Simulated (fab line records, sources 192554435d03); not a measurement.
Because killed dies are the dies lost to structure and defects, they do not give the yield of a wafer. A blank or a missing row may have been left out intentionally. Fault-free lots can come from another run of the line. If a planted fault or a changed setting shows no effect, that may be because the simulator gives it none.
Matching of chambers -- flow n5-finfet -- ald-metal-02 running N5_HKMG_FIN_ALD_71: 4 sister chambers
The step deposits TiN, target thk 1 nm, pulse time 1 s, purge time 3 s. 4 wafers are shown with their chamber, then 12 later ones without.

WAFERS WITH THEIR CHAMBER
wafer,chamber,heater-power-w (W)
L085.1,3,877
L091.1,0,1023
L091.2,2,917
L091.4,1,1017

WAFERS WITHOUT THEIR CHAMBER
wafer,heater-power-w (W)
L092.1,997
L092.2,855
L092.3,919
L093.1,1007
L093.3,1030
L093.4,900
L094.3,1020
L094.4,921
L094.6,895
L097.2,1008
L097.3,869
L097.5,877

EACH ONE'S CHAMBER
wafer,from the rows above,in truth
L092.1,can't be placed: 1 or 0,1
L092.2,3,3
L092.3,2,2
L093.1,can't be placed: 1 or 0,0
L093.3,can't be placed: 0 or 1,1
L093.4,can't be placed: 2 or 3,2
L094.3,can't be placed: 0 or 1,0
L094.4,2,2
L094.6,can't be placed: 3 or 2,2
L097.2,can't be placed: 1 or 0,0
L097.3,3,3
L097.5,3,3
Correctly placed: 5 of 12. Can't be placed from these rows: 7 (the true chamber is among the candidates in 7). Placed wrongly: 0.
How it was worked out, from the rows above alone: a wafer's distance from a chamber is the root of the sum, over the readings, of the square of ((its reading less the chamber's mean) divided by the reading's scatter). If the next closest chamber is less than 2 further off than the closest, the wafer can't be placed; otherwise it belongs to the closest. A chamber's mean is the mean of its shown wafers. The scatter: root of mean squared gap, hidden wafer to nearest shown wafer, with one shown wafer a chamber.
